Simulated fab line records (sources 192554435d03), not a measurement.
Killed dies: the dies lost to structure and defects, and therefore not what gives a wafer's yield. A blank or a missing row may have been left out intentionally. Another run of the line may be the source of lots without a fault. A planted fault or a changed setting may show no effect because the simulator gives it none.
fab line records :: flow n5_finfet
record
  lots=4
  wafers=10
  last_day=17
route steps=1938 shown BEOL_M14@1761 BEOL_M15@1773 PASSIVATION@1936
lots that met no fault: taken from a fault-free run of the same line
start_h: hours from the record's first day to the start of the lot's first wafer shown :: wait_h: hours elapsed since this lot's preceding step :: " unchanged from the row above :: L1.1+2: a row that stands for several wafers :: - no value present, or no start provided :: * or withheld: withheld :: < > ~ a bound
route shown NAME@n: NAME is a module with steps in the file, n the number in the route of the first one :: usual: the fault-free wafers' mean and standard deviation :: same: alike in all rows :: chamber/n: place in a boat :: sites: per-site readings :: _std_site: their standard deviation :: _edge_site: the outer-site mean with the inner-site mean subtracted :: radius_mm: for every site, how far away it sits from the centre of the wafer :: mask NAME#n: copy n :: behind: the tool/chamber that last shaped the wafer :: hold: what put the lot on hold/how long, in hours/how the hold closed :: device: transistor that didn't switch, given as n, p or np :: end of line: tests run on the same wafers once the route is complete :: a step with no rows: only its recipe :: killed: count of dies lost to structure and defects at first sort (not the wafer's yield) :: map: the dies of a wafer, with x for killed, . for not killed, _ for no die there
set.NAME: the setting as run; set.NAME@STEP: as run at that earlier step :: model.NAME: the simulator's own value behind a step, which no gauge read
lots seen at some steps along the route; tables by step, rows by wafer
services: a tool's chamber out of use, with start hour (start_h, from the record's first day; less than 0 if before it), hours out, and reason
## steps
# step N5_BEOL_M14_PRE_CLEAN_42
# recipe
  gas=H2/He
  time_s=30
  temp_c=300
# step N5_BEOL_M14_SPUTTER_43
# recipe
  material=TaN
  target_thk_a=150
  temp_c=50
  bias_v=168.6
  power_w=15000
  chamber_pressure_pa=0.12
  time_s=24.19
# step N5_BEOL_M14_SPUTTER_44
# recipe
  material=Ta
  target_thk_a=150
  temp_c=50
  bias_v=80
  power_w=15000
  chamber_pressure_pa=0.07
  time_s=24.19
# step N5_BEOL_M14_SPUTTER_45
# recipe
  material=Cu
  target_thk_a=1000
  temp_c=-20
  bias_v=60
  power_w=26000
  chamber_pressure_pa=0.13
  time_s=16.67
# step N5_BEOL_M14_ECD_47
# recipe
  material=Cu
  target_thk_a=12480
# step N5_BEOL_M14_ANNEAL_48
# recipe
  temp_c=225
  time_s=90
  ambient=N2
# step N5_BEOL_M14_CMP_49
# recipe
  stop_on=SiO2
  t_overpolish_s=5.2
  down_force_psi=2
  platen_rpm=80
  clearing_platen_down_force_psi=2
  clearing_platen_rpm=80
  post_cmp_clean=cu_alkaline
  target_thk_nm=560
  clearing_platen_pad_velocity_m_s=1.5917
  pad_velocity_m_s=1.5917
# step N5_BEOL_M14_PRE_CLEAN_52
# recipe
  gas=NH3
  time_s=15
  temp_c=withheld
  rf_power_w=300
# step N5_BEOL_M14_DEP_53
# recipe
  material=SiCN
  target_thk_a=500
  temp_c=withheld
  precursor=3MS/NH3
  pressure_torr=3
  rf_w=675
  time_s=17.8
# step N5_BEOL_M15_ILD_DEP_00
# recipe
  material=SiO2
  target_thk_a=16293
  temp_c=400
  precursor=TEOS/O2
  pressure_torr=6.5
  rf_w=900
  teos_flow_sccm=161.4
  gas=O2
  flow_sccm=2650
  time_s=346.1
# usual
  heater_power_w=547/94
  run_length_s=389.0/0.66
  showerhead_plenum_p_Torr=8.346/0.027
  throttle_valve_pct=18.4/1.2
lot.wafer: L684.2
tool: pecvd-02
chamber: 2
start_h: 296.90
wait_h: 0.0
heater_power_w: 657
run_length_s: 388.6
showerhead_plenum_p_Torr: 8.295
throttle_valve_pct: 17.5
model.SiO2_of_BEOL_M15_ILD_DEP_00.thk_nm: 1616

lot.wafer: L684.3
tool: pecvd-02
chamber: 1
start_h: 296.90
wait_h: 0.0
heater_power_w: 687
run_length_s: 388.7
showerhead_plenum_p_Torr: 8.352
throttle_valve_pct: 18.1
model.SiO2_of_BEOL_M15_ILD_DEP_00.thk_nm: 1623

lot.wafer: L684.6
tool: pecvd-02
chamber: 0
start_h: 296.90
wait_h: 0.0
heater_power_w: 530
run_length_s: 389.4
showerhead_plenum_p_Torr: 8.318
throttle_valve_pct: 20.2
model.SiO2_of_BEOL_M15_ILD_DEP_00.thk_nm: 1632

lot.wafer: L690.1
tool: pecvd-02
chamber: 1
start_h: 315.38
wait_h: 0.0
heater_power_w: 696
run_length_s: 245.3
showerhead_plenum_p_Torr: 8.356
throttle_valve_pct: 18.0
model.SiO2_of_BEOL_M15_ILD_DEP_00.thk_nm: 939.8

lot.wafer: L690.4
tool: pecvd-02
chamber: 1
start_h: 315.38
wait_h: 0.0
heater_power_w: 565
run_length_s: 388.5
showerhead_plenum_p_Torr: 8.341
throttle_valve_pct: 18.0
model.SiO2_of_BEOL_M15_ILD_DEP_00.thk_nm: 1668

lot.wafer: L691.1
tool: pecvd-02
chamber: 1
start_h: 331.61
wait_h: 0.0
heater_power_w: 677
run_length_s: 245.1
showerhead_plenum_p_Torr: 8.356
throttle_valve_pct: 18.2
model.SiO2_of_BEOL_M15_ILD_DEP_00.thk_nm: 966.8

lot.wafer: L691.6
tool: pecvd-02
chamber: 0
start_h: 331.61
wait_h: 0.0
heater_power_w: 643
run_length_s: 246.0
showerhead_plenum_p_Torr: 8.338
throttle_valve_pct: 19.9
model.SiO2_of_BEOL_M15_ILD_DEP_00.thk_nm: 974.6

lot.wafer: L697.1
tool: pecvd-03
chamber: 2
start_h: 384.19
wait_h: 0.0
heater_power_w: 525
run_length_s: 390.7
showerhead_plenum_p_Torr: 8.369
throttle_valve_pct: 17.1
model.SiO2_of_BEOL_M15_ILD_DEP_00.thk_nm: 1640

lot.wafer: L697.3
tool: pecvd-03
chamber: 1
start_h: 384.19
wait_h: 0.0
heater_power_w: 552
run_length_s: 389.5
showerhead_plenum_p_Torr: 8.364
throttle_valve_pct: 18.8
model.SiO2_of_BEOL_M15_ILD_DEP_00.thk_nm: 1646

lot.wafer: L697.6
tool: pecvd-03
chamber: 2
start_h: 384.19
wait_h: 0.0
heater_power_w: 384
run_length_s: 390.6
showerhead_plenum_p_Torr: 8.351
throttle_valve_pct: 17.5
model.SiO2_of_BEOL_M15_ILD_DEP_00.thk_nm: 1650
# step N5_BEOL_M15_THK_MEAS_01
# recipe
  reads=SiO2_of_BEOL_M15_ILD_DEP_00
# usual
  M15_ILD_THK=1638/22
lot.wafer: L684.2
tool: film_metro-02
chamber: -
start_h: 297.15
wait_h: 0.1
M15_ILD_THK[nm]: 1616

lot.wafer: L684.3
tool: film_metro-02
chamber: -
start_h: 297.15
wait_h: 0.1
M15_ILD_THK[nm]: 1623

lot.wafer: L684.6
tool: film_metro-02
chamber: -
start_h: 297.15
wait_h: 0.1
M15_ILD_THK[nm]: 1632

lot.wafer: L690.1
tool: film_metro-02
chamber: -
start_h: 315.74
wait_h: 0.2
M15_ILD_THK[nm]: 941

lot.wafer: L690.4
tool: film_metro-02
chamber: -
start_h: 315.74
wait_h: 0.2
M15_ILD_THK[nm]: 1667

lot.wafer: L691.1
tool: film_metro-01
chamber: -
start_h: 331.86
wait_h: 0.1
M15_ILD_THK[nm]: 967

lot.wafer: L691.6
tool: film_metro-01
chamber: -
start_h: 331.86
wait_h: 0.1
M15_ILD_THK[nm]: 975

lot.wafer: L697.1
tool: film_metro-01
chamber: -
start_h: 384.44
wait_h: 0.1
M15_ILD_THK[nm]: 1639

lot.wafer: L697.3
tool: film_metro-01
chamber: -
start_h: 384.44
wait_h: 0.1
M15_ILD_THK[nm]: 1646

lot.wafer: L697.6
tool: film_metro-01
chamber: -
start_h: 384.44
wait_h: 0.1
M15_ILD_THK[nm]: 1650
# step N5_BEOL_M15_COAT_58
# recipe
  resist=BARC
  temp_c=205
  time_s=60
  spin_rpm=1500
  resist_thk_nm=89
# step N5_BEOL_M15_COAT_04
# recipe
  spin_rpm=1704
  resist_thk_nm=800
# step N5_BEOL_M15_EBR_06
# recipe
  solvent=PGMEA
  ebr_width_mm=1.5
# step N5_BEOL_M15_SOFTBAKE_05
# recipe
  temp_c=130
  time_s=60
# step N5_BEOL_M15_EXPOSE_07
# recipe
  mask_id=V14
  na=0.8
  source_shape=annular
  sigma_inner=0.5
  sigma_outer=0.8
  polarization=unpolarized
  attpsm_phase_deg=180
  dose_mj=41.25
# step N5_BEOL_M15_PEB_08
# recipe
  peb_temp_c=130
  peb_time_s=90
# step N5_BEOL_M15_DEVELOP_09
# recipe
  develop_time_s=45
  rinse_liquid=diw
  dry=air_spin
  dev_temp_c=21
# step N5_BEOL_M15_HARDBAKE_14
# recipe
  temp_c=130
  time_s=120
# step N5_BEOL_M15_DESCUM_15
# recipe
  chemistry=O2
  time_s=7.9
  source_power_w=50
  bias_power_w=20
  pressure_mtorr=20
  rf_frequency_hz=2.712e+07
  temp_c=40
  o2_flow_sccm=225
# step N5_BEOL_M15_ETCH_59
# recipe
  chemistry=N2/H2
  target=BARC
  target_depth_a=890
  overetch_a=267
  time_s=67.9
  ion_energy_ev=200
  pressure_mtorr=30
  source_w=840
  bias_w=150
  n2_flow_sccm=200
  h2_flow_sccm=200
# step N5_BEOL_M15_VIA_ETCH_16
# recipe
  chemistry=C4F8/O2/Ar
  target=SiO2
  he_inner_torr=15
  he_outer_torr=30
  target_depth_a=17922
  time_s=withheld
  ion_energy_ev=800
  pressure_mtorr=20
  source_w=1905
  bias_w=2040
  Ar_flow_sccm=400
  C4F8_flow_sccm=16
  O2_flow_sccm=12
  ends=cleared
# usual
  C4F8_flow_sccm=16.00/0.047
  O2_flow_sccm=12.00/0.037
  drypump_motor_current_A=5.6/0.31
  oes_f_703_au=0.76/0.088
  oes_product_au=0.69/0.086
  rf_vpp_V=2227/32
  showerhead_plenum_p_Torr=3.45/0.096
  throttle_valve_pct=31.11/0.19
lot.wafer: L684.2
tool: rie_diel-03
chamber: 3
start_h: 297.63
wait_h: 0.0
C4F8_flow_sccm: 15.93
O2_flow_sccm: 11.96
drypump_motor_current_A: 5.5
oes_f_703_au: 0.72
oes_product_au: 0.64
rf_vpp_V: 2189
showerhead_plenum_p_Torr: 3.40
throttle_valve_pct: 31.35
model.etch.depth_nm: 1616
model.coat_of_BEOL_M15_COAT_04.thk_nm: 333

lot.wafer: L684.3
tool: rie_diel-03
chamber: 2
start_h: 297.63
wait_h: 0.0
C4F8_flow_sccm: 16.04
O2_flow_sccm: 11.99
drypump_motor_current_A: 5.4
oes_f_703_au: 0.74
oes_product_au: 0.66
rf_vpp_V: 2211
showerhead_plenum_p_Torr: 3.41
throttle_valve_pct: 31.16
model.etch.depth_nm: 1623
model.coat_of_BEOL_M15_COAT_04.thk_nm: 339.2

lot.wafer: L684.6
tool: rie_diel-03
chamber: 1
start_h: 297.63
wait_h: 0.0
C4F8_flow_sccm: 16.00
O2_flow_sccm: 11.99
drypump_motor_current_A: 5.9
oes_f_703_au: 0.89
oes_product_au: 0.81
rf_vpp_V: 2288
showerhead_plenum_p_Torr: 3.62
throttle_valve_pct: 31.02
model.etch.depth_nm: 1632
model.coat_of_BEOL_M15_COAT_04.thk_nm: 330.8

lot.wafer: L690.1
tool: rie_diel-03
chamber: 3
start_h: 316.46
wait_h: 0.0
C4F8_flow_sccm: 16.00
O2_flow_sccm: 11.97
drypump_motor_current_A: 5.4
oes_f_703_au: 0.72
oes_product_au: 0.63
rf_vpp_V: 2190
showerhead_plenum_p_Torr: 3.40
throttle_valve_pct: 31.33
model.etch.depth_nm: 939.7
model.coat_of_BEOL_M15_COAT_04.thk_nm: 496.2

lot.wafer: L690.4
tool: rie_diel-03
chamber: 1
start_h: 316.46
wait_h: 0.0
C4F8_flow_sccm: 15.95
O2_flow_sccm: 11.98
drypump_motor_current_A: 6.0
oes_f_703_au: 0.89
oes_product_au: 0.80
rf_vpp_V: 2290
showerhead_plenum_p_Torr: 3.62
throttle_valve_pct: 31.05
model.etch.depth_nm: 1668
model.coat_of_BEOL_M15_COAT_04.thk_nm: 322

lot.wafer: L691.1
tool: rie_diel-01
chamber: 0
start_h: 332.64
wait_h: 0.0
C4F8_flow_sccm: 15.95
O2_flow_sccm: 12.02
drypump_motor_current_A: 5.8
oes_f_703_au: 0.69
oes_product_au: 0.62
rf_vpp_V: 2216
showerhead_plenum_p_Torr: 3.41
throttle_valve_pct: 31.28
model.etch.depth_nm: 966.8
model.coat_of_BEOL_M15_COAT_04.thk_nm: 483.6

lot.wafer: L691.6
tool: rie_diel-01
chamber: 1
start_h: 332.64
wait_h: 0.0
C4F8_flow_sccm: 16.00
O2_flow_sccm: 11.96
drypump_motor_current_A: 6.1
oes_f_703_au: 0.71
oes_product_au: 0.63
rf_vpp_V: 2226
showerhead_plenum_p_Torr: 3.40
throttle_valve_pct: 31.20
model.etch.depth_nm: 974.5
model.coat_of_BEOL_M15_COAT_04.thk_nm: 488.2

lot.wafer: L697.1
tool: rie_diel-03
chamber: 1
start_h: 385.33
wait_h: 0.0
C4F8_flow_sccm: 15.91
O2_flow_sccm: 11.93
drypump_motor_current_A: 5.9
oes_f_703_au: 0.86
oes_product_au: 0.77
rf_vpp_V: 2288
showerhead_plenum_p_Torr: 3.61
throttle_valve_pct: 31.03
model.etch.depth_nm: 1640
model.coat_of_BEOL_M15_COAT_04.thk_nm: 331.2

lot.wafer: L697.3
tool: rie_diel-03
chamber: 0
start_h: 385.33
wait_h: 0.0
C4F8_flow_sccm: 15.98
O2_flow_sccm: 12.03
drypump_motor_current_A: 5.4
oes_f_703_au: 0.71
oes_product_au: 0.64
rf_vpp_V: 2247
showerhead_plenum_p_Torr: 3.41
throttle_valve_pct: 31.12
model.etch.depth_nm: 1646
model.coat_of_BEOL_M15_COAT_04.thk_nm: 325.4

lot.wafer: L697.6
tool: rie_diel-03
chamber: 2
start_h: 385.33
wait_h: 0.0
C4F8_flow_sccm: 15.97
O2_flow_sccm: 11.97
drypump_motor_current_A: 5.3
oes_f_703_au: 0.72
oes_product_au: 0.64
rf_vpp_V: 2210
showerhead_plenum_p_Torr: 3.40
throttle_valve_pct: 31.16
model.etch.depth_nm: 1650
model.coat_of_BEOL_M15_COAT_04.thk_nm: 333.8
# step N5_BEOL_M15_STRIP_63
# recipe
  chemistry=O2
  power_w=600
  temp_c=60
  pressure_mtorr=30
  rf_frequency_hz=6e+07
  bias_power_w=0
  overash_fraction=0.3
  o2_flow_sccm=225
# step N5_BEOL_M15_STRIP_64
# recipe
  chemistry=O2
  power_w=600
  temp_c=60
  pressure_mtorr=30
  rf_frequency_hz=6e+07
  bias_power_w=0
  overash_fraction=0.3
  o2_flow_sccm=225
# step N5_BEOL_M15_STRIP_65
# recipe
  chemistry=post_etch_residue_remover
  time_s=60
  temp_c=25
  remover_ph=withheld
  remover_water_wt_pct=withheld
  remover_fluoride_wt_pct=withheld
# step N5_BEOL_M15_SRD_66
# recipe
  time_s=30
  temp_c=23
  rinse_liquid=diw
  dry=n2_spin
  spin_rpm=1500
  dry_time_s=30
# step N5_BEOL_M15_CD_MEAS_17
# recipe
  target_cd_nm=360
  polarity=opening
# usual
  cd_nm=361.6/2
lot.wafer: L684.2
tool: cd_sem-03
chamber: -
start_h: 298.04
wait_h: 0.0
cd_nm: 360.6

lot.wafer: L684.3
tool: cd_sem-03
chamber: -
start_h: 298.04
wait_h: 0.0
cd_nm: 365.1

lot.wafer: L684.6
tool: cd_sem-03
chamber: -
start_h: 298.04
wait_h: 0.0
cd_nm: 361.3

lot.wafer: L690.1
tool: cd_sem-02
chamber: -
start_h: 316.87
wait_h: 0.0
cd_nm: 353.2

lot.wafer: L690.4
tool: cd_sem-02
chamber: -
start_h: 316.87
wait_h: 0.0
cd_nm: 360.8

lot.wafer: L691.1
tool: cd_sem-01
chamber: -
start_h: 333.05
wait_h: 0.0
cd_nm: 351.8

lot.wafer: L691.6
tool: cd_sem-01
chamber: -
start_h: 333.05
wait_h: 0.0
cd_nm: 354.7

lot.wafer: L697.1
tool: cd_sem-01
chamber: -
start_h: 385.74
wait_h: 0.0
cd_nm: 361.4

lot.wafer: L697.3
tool: cd_sem-01
chamber: -
start_h: 385.74
wait_h: 0.0
cd_nm: 362.1

lot.wafer: L697.6
tool: cd_sem-01
chamber: -
start_h: 385.74
wait_h: 0.0
cd_nm: 364.0
# step N5_BEOL_M15_COAT_56
# recipe
  resist=SOC
  temp_c=250
  time_s=60
  spin_rpm=1500
  resist_thk_nm=550
# step N5_BEOL_M15_ETCH_57
# recipe
  chemistry=N2/H2
  target=SOC
  source_w=3000
  bias_w=350
  time_s=750
  ion_energy_ev=200
  pressure_mtorr=30
  n2_flow_sccm=200
  h2_flow_sccm=200
# step N5_BEOL_M15_COAT_60
# recipe
  resist=BARC
  temp_c=205
  time_s=60
  spin_rpm=1500
  resist_thk_nm=89
# step N5_BEOL_M15_COAT_22
# recipe
  spin_rpm=1704
  resist_thk_nm=800
# step N5_BEOL_M15_EBR_24
# recipe
  solvent=PGMEA
  ebr_width_mm=1.5
# step N5_BEOL_M15_SOFTBAKE_23
# recipe
  temp_c=130
  time_s=60
# step N5_BEOL_M15_EXPOSE_25
# recipe
  mask_id=M15
  na=0.8
  source_shape=annular
  sigma_inner=0.5
  sigma_outer=0.8
  polarization=unpolarized
  target_cd_nm=400
  dose_mj=35.5
# step N5_BEOL_M15_PEB_26
# recipe
  peb_temp_c=130
  peb_time_s=90
# step N5_BEOL_M15_DEVELOP_27
# recipe
  develop_time_s=45
  rinse_liquid=diw
  dry=air_spin
  dev_temp_c=21
# step N5_BEOL_M15_CMP_49
# recipe
  stop_on=SiO2
  t_overpolish_s=4.9
  down_force_psi=2
  platen_rpm=80
  clearing_platen_down_force_psi=2
  clearing_platen_rpm=80
  post_cmp_clean=cu_alkaline
  target_thk_nm=850
  clearing_platen_pad_velocity_m_s=1.5917
  pad_velocity_m_s=1.5917
# usual
  clearing_platen_down_force_psi=2.001/0.0042
  motor_current_A=7.9/1.1
lot.wafer: L684.2
tool: cmp-03
chamber: 1
start_h: 301.30
wait_h: 0.2
clearing_platen_down_force_psi: 2.005
motor_current_A: 8.1
model.SiO2_of_BEOL_M15_ILD_DEP_00.thk_nm: 1536

lot.wafer: L684.3
tool: cmp-03
chamber: 3
start_h: 301.30
wait_h: 0.2
clearing_platen_down_force_psi: 1.995
motor_current_A: 6.5
model.SiO2_of_BEOL_M15_ILD_DEP_00.thk_nm: 1544

lot.wafer: L684.6
tool: cmp-03
chamber: 0
start_h: 301.30
wait_h: 0.2
clearing_platen_down_force_psi: 2.005
motor_current_A: 10.2
model.SiO2_of_BEOL_M15_ILD_DEP_00.thk_nm: 1552

lot.wafer: L690.4
tool: cmp-03
chamber: 1
start_h: 323.37
wait_h: 0.1
clearing_platen_down_force_psi: 1.997
motor_current_A: 8.1
model.SiO2_of_BEOL_M15_ILD_DEP_00.thk_nm: 1592

lot.wafer: L690.1
tool: cmp-03
chamber: 3
start_h: 323.37
wait_h: 0.1
clearing_platen_down_force_psi: 2.003
motor_current_A: 6.4
model.SiO2_of_BEOL_M15_ILD_DEP_00.thk_nm: 859.6

lot.wafer: L691.1
tool: cmp-02
chamber: 0
start_h: 338.57
wait_h: 0.3
clearing_platen_down_force_psi: 2.001
motor_current_A: 9.1
model.SiO2_of_BEOL_M15_ILD_DEP_00.thk_nm: 887.2

lot.wafer: L691.6
tool: cmp-02
chamber: 3
start_h: 338.57
wait_h: 0.3
clearing_platen_down_force_psi: 2.010
motor_current_A: 8.2
model.SiO2_of_BEOL_M15_ILD_DEP_00.thk_nm: 893.8

lot.wafer: L697.1
tool: cmp-02
chamber: 1
start_h: 391.70
wait_h: 0.3
clearing_platen_down_force_psi: 2.004
motor_current_A: 7.0
model.SiO2_of_BEOL_M15_ILD_DEP_00.thk_nm: 1559

lot.wafer: L697.3
tool: cmp-02
chamber: 0
start_h: 391.70
wait_h: 0.3
clearing_platen_down_force_psi: 1.998
motor_current_A: 8.7
model.SiO2_of_BEOL_M15_ILD_DEP_00.thk_nm: 1566

lot.wafer: L697.6
tool: cmp-02
chamber: 2
start_h: 391.70
wait_h: 0.3
clearing_platen_down_force_psi: 1.997
motor_current_A: 7.4
model.SiO2_of_BEOL_M15_ILD_DEP_00.thk_nm: 1571
# step N5_PASSIVATION_PROBE_49
# usual
  defect_limited_yield=91.1/1.4
  killed_at_M0_to_M3=36/11
  killed_at_M4_up=14/5.2
  killed_at_contacts=12/6.1
  killed_at_front_end=40/12
  killed_at_other=3.2/2.5
  killed_dies=105/16
  killed_open=68/12
  killed_short=35/8.7
  sort_bin_5_function=5.2/0.89
  sort_bin_6_memory=3.3/0.66
  sort_n_pass=1074/16
  sort_yield_pct=91.1/1.4
# same
  gross_dies=1180
  killed_at_back_side=0
  sort_bin_4_leakage[%]=0
  sort_bin_8_speed[%]=0
lot.wafer: L684.2
tool: prober-02
chamber: -
start_h: 322.72
wait_h: 0.1
defect_limited_yield[%]: 93.1
killed_at_M0_to_M3: 39
killed_at_M4_up: 15
killed_at_contacts: 3
killed_at_front_end: 23
killed_at_other: 2
killed_dies: 82
killed_open: 64
killed_short: 18
sort_bin_5_function[%]: 3.6
sort_bin_6_memory[%]: 3.2
sort_n_pass: 1098
sort_yield_pct[%]: 93.1

lot.wafer: L684.3
tool: prober-02
chamber: -
start_h: 322.77
wait_h: 0.1
defect_limited_yield[%]: 90.8
killed_at_M0_to_M3: 35
killed_at_M4_up: 20
killed_at_contacts: 10
killed_at_front_end: 38
killed_at_other: 5
killed_dies: 108
killed_open: 68
killed_short: 37
sort_bin_5_function[%]: 4.6
sort_bin_6_memory[%]: 4.3
sort_n_pass: 1072
sort_yield_pct[%]: 90.8

lot.wafer: L684.6
tool: prober-02
chamber: -
start_h: 322.92
wait_h: 0.3
defect_limited_yield[%]: 89.7
killed_at_M0_to_M3: 44
killed_at_M4_up: 23
killed_at_contacts: 9
killed_at_front_end: 44
killed_at_other: 2
killed_dies: 122
killed_open: 83
killed_short: 39
sort_bin_5_function[%]: 6.4
sort_bin_6_memory[%]: 3.8
sort_n_pass: 1058
sort_yield_pct[%]: 89.7
# killed by level:class
L684.2 BEOL_M0_SAQP:geometric_particle:open=13 BEOL_M4:geometric_particle:open=10 BEOL_M0_SAQP:geometric_particle:short=7 BEOL_M3:geometric_particle:open=6 GATE_CUT:geometric_particle:open=5 BEOL_M1:geometric_particle:open=5 MOL_CONTACT_COAG:geometric_particle:open=3 BEOL_M0:geometric_particle:open=3
L684.3 STI_FIN_REVEAL:geometric_particle:open=17 BEOL_M0_SAQP:geometric_particle:short=11 BEOL_M3:geometric_particle:open=7 MOL_CONTACT_COAG:geometric_particle:open=6 BEOL_M0_SAQP:geometric_particle:open=6 BEOL_M2:geometric_particle:open=5 BEOL_M4:geometric_particle:open=5 PAD_METAL:geometric_particle:short=5
L684.6 BEOL_M4:geometric_particle:open=15 BEOL_M0_SAQP:geometric_particle:short=15 BEOL_M0_SAQP:geometric_particle:open=13 FIN_SAQP:geometric_particle:open=11 BEOL_M2:geometric_particle:open=8 MOL_CONTACT_COAG:geometric_particle:open=8 FIN_SAQP:geometric_particle:short=7 STI_FIN_REVEAL:geometric_particle:open=5
## services
tool: pecvd-02
chamber: 0
start_h: 315.02
hours: 2.1
kind: scheduled_down

tool: pecvd-02
chamber: -
start_h: 318.23
hours: 2.8
kind: pm

tool: rie_diel-03
chamber: -
start_h: 329.81
hours: 14.6
kind: pm

tool: rie_diel-01
chamber: -
start_h: 333.19
hours: 2.8
kind: pm

tool: cmp-02
chamber: -
start_h: 339.95
hours: 0.9
kind: repair

tool: cmp-03
chamber: -
start_h: 366.27
hours: 5.1
kind: pm

tool: cmp-02
chamber: -
start_h: 368.98
hours: 4.0
kind: pm

tool: cmp-02
chamber: -
start_h: 372.98
hours: -
kind: consumable_replace:conditioner

tool: cmp-02
chamber: -
start_h: 372.98
hours: -
kind: consumable_replace:pad

tool: rie_diel-01
chamber: 1
start_h: 381.97
hours: -
kind: clean

tool: rie_diel-01
chamber: 1
start_h: 381.97
hours: -
kind: consumable_replace:focus_ring

tool: rie_diel-01
chamber: 1
start_h: 381.97
hours: 14.6
kind: scheduled_down

tool: rie_diel-01
chamber: 1
start_h: 381.97
hours: 14.6
kind: vent_cycle

tool: pecvd-02
chamber: 1
start_h: 383.62
hours: -
kind: clean

tool: pecvd-02
chamber: 1
start_h: 383.62
hours: -
kind: consumable_replace:showerhead

tool: pecvd-02
chamber: 1
start_h: 383.62
hours: 29.0
kind: scheduled_down

tool: pecvd-02
chamber: 1
start_h: 383.62
hours: 29.0
kind: vent_cycle

tool: rie_diel-03
chamber: 3
start_h: 389.85
hours: -
kind: clean

tool: rie_diel-03
chamber: 3
start_h: 389.85
hours: -
kind: consumable_replace:focus_ring

tool: rie_diel-03
chamber: 3
start_h: 389.85
hours: 28.8
kind: scheduled_down

tool: rie_diel-03
chamber: 3
start_h: 389.85
hours: 28.8
kind: vent_cycle
## key
first_sign
  step=N5_BEOL_M15_ILD_DEP_00
  reading=run_length_s
  direction=down
  sigmas=99+
  usual=*
  struck=*
effect
  step=N5_BEOL_M15_THK_MEAS_01
  reading=M15_ILD_THK
  direction=down
  sigmas=31
  usual=1638
  struck=961
effect
  step=N5_BEOL_M15_CD_MEAS_17
  reading=cd_nm
  direction=down
  sigmas=4.2
  usual=361.6
  struck=353.2
model_effect
  step=N5_BEOL_M15_ILD_DEP_00
  value=SiO2_of_BEOL_M15_ILD_DEP_00.thk_nm
  without=1631
  struck=960.4
model_effect
  step=N5_BEOL_M15_VIA_ETCH_16
  value=etch.depth_nm
  without=1631
  struck=960.4
model_effect
  step=N5_BEOL_M15_CMP_49
  value=SiO2_of_BEOL_M15_ILD_DEP_00.thk_nm
  without=1551
  struck=880.2
met_at N5_BEOL_M15_ILD_DEP_00
struck_wafers L690.1,L691.1,L691.6
onset_between 296.90 315.38
fault
  kind=process_parameter_drift
  tool=pecvd-02
  chamber=-
  onset_h=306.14
  steps=N5_BEOL_M15_ILD_DEP_00
  channel=time_s
  offset=*
  shape=step
  end_h=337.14
  scope=struck_wafers_only
  acts_in=*
  stated=*
